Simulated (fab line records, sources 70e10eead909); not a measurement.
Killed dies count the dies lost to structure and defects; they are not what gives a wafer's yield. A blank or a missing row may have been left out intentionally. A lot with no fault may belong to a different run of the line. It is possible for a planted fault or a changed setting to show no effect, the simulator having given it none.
Matching of chambers -- flow nandHarc -- NHARC_A_M0_CMP_23 on cmp-03: 4 sister chambers
The step polishes, t overpolish 20 s, target thk 113.75 nm. 4 wafers are shown with their chamber, then 11 later ones without.

== WAFERS PAIRED WITH THEIR CHAMBERS ==
wafer,chamber,motorCurrentA (A)
L094.2,1,10.5
L094.5,3,11.7
L094.6,2,12.8
L095.1,0,15.0

== WAFERS WHOSE CHAMBER IS MISSING ==
wafer,motorCurrentA (A)
L095.2,10.8
L095.3,12.5
L093.1,11.1
L093.3,12.5
L093.4,12.0
L096.2,14.7
L096.5,11.7
L096.6,12.4
L097.1,12.3
L097.3,14.9
L097.5,12.4

== WHICH CHAMBER EACH WENT THROUGH ==
wafer,from the rows above,in truth
L095.2,can't be placed: 1 or 3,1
L095.3,can't be placed: 2 or 3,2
L093.1,can't be placed: 1 or 3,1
L093.3,can't be placed: 2 or 3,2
L093.4,can't be placed: 3 or 2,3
L096.2,0,0
L096.5,3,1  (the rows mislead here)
L096.6,can't be placed: 2 or 3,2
L097.1,can't be placed: 2 or 3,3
L097.3,0,0
L097.5,can't be placed: 2 or 3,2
Placed correctly: 2 of 11. Can't be placed from these rows: 8 (the true chamber is among the candidates in 8). 1 placed wrongly.
How it was worked out, from the rows above alone: a wafer's distance from a chamber is the root of the sum, over the readings, of the square of ((its reading less the chamber's mean) divided by the reading's scatter). If the next closest chamber is less than 2 further off than the closest, the wafer can't be placed; otherwise it belongs to the closest. For every chamber, the mean is computed from those of its wafers that are shown. The scatter: with one shown wafer a chamber, the root of the mean of the squares of how far each hidden wafer lies from its nearest shown one.
